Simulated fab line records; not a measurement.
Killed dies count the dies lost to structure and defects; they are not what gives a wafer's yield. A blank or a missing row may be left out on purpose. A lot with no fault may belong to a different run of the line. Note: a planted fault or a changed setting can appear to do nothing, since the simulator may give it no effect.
Problem report, 8D (eight disciplines) form, completed by code -- flow nand harc -- the parts of the form that need people (team, actions taken, sign-off) are left out

## 1. PROBLEM STATEMENT
raw defect count at NHARC_P_M2_INSPECT_27 reads a mean of 4629 on 6 wafers of 2 lots; wafers without a fault read 329 with a standard deviation of 120. That is +36 standard deviations from the usual mean.
First seen on wafer L549.2, day 10 23:25, on defect inspect-02. At this step, 39 wafers from 13 lots have a number in the record. Rule for "out" (also "out of limits"): further than 4 standard deviations from the usual mean. All remaining wafers that have a number are taken as sound.

## 2. WHAT IT IS, WHAT IT ISN'T
question,is,is not
which readings at this step,raw defect count,-
which lots,"L549, L551","L540, L542, L543, L544, L545, L556, L558, L559, L560, L561, L562"
which wafers of those lots,all that have a number,-
read on which gauges,"defect inspect-01, defect inspect-02",-
when,from day 10 23:25,"up to then (15 sound wafers); but 18 sound wafers of L556, L558, L559, L560, L561, L562 came after"

## 3. THE SUSPECTS, EACH WITH WHAT RULES IT OUT
Counting: a tool at a process step up to the reading stays a suspect if it ran every lot that is out and no sound lot after the first of them.
- the gauge at NHARC_P_M2_INSPECT_27: ruled out. The wafers that are out were read on 2 gauges (defect inspect-01, defect inspect-02).
- cmp-04 at NHARC_P_M2_CMP_23 (polishes, t overpolish 20 s, target thk 144.3 nm): ruled out as a lasting fault. Following L549 (day 10 22:56), the first lot on it that is out, the sound lots L559, L560, L561 were run on it.
Left after counting: nothing in the record.

## 4. THE CAUSE (what the simulator had put in)
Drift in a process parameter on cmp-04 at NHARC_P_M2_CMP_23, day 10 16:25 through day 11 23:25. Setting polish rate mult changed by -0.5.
The count ruled it out by mistake, since the rule takes a fault to strike every lot its tool runs from the start of the fault on, and this one did not do so.

## 5. THE EFFECT CHAIN, in route order
Rows list readings where the struck wafers' mean (over those with a number) sits beyond 3 standard deviations from the usual. Only readings whose record carries a usual standard deviation are examined. hours: median over the lots of the time between each lot's start at the first step of this table that gives one and its start at this step. sigmas: the change, counted in usual standard deviations.
hours,step,reading,usual,on struck wafers,change,sigmas
0,NHARC_P_M2_CMP_23,time to endpoint s,28.3 s,37.4,+9.1,+3.1
0,NHARC_P_M2_INSPECT_27,raw defect count,329,4629,+4300,+36
435,NHARC_END_SORT_01,defect limited yield,90.9 %,0.0,-90.9,-35
435,NHARC_END_SORT_01,killed at periphery,3.9,623.2,+619.3,+99 or more
435,NHARC_END_SORT_01,killed dies,62,677,+615,+34
It contains these process steps:
- NHARC_P_M2_CMP_23: polishes, t overpolish 20 s, target thk 144.3 nm.

## 6. WHAT WOULD HAVE CAUGHT IT SOONER
7 hours passed between the start of the fault at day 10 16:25 and the first reading out of limits at a measuring or inspecting step in this record, taken at day 10 23:25.
No tool reading at NHARC_P_M2_CMP_23 that has a usual standard deviation in the record was out on any struck wafer, so an alarm limit of 4 standard deviations on those readings would not have fired.
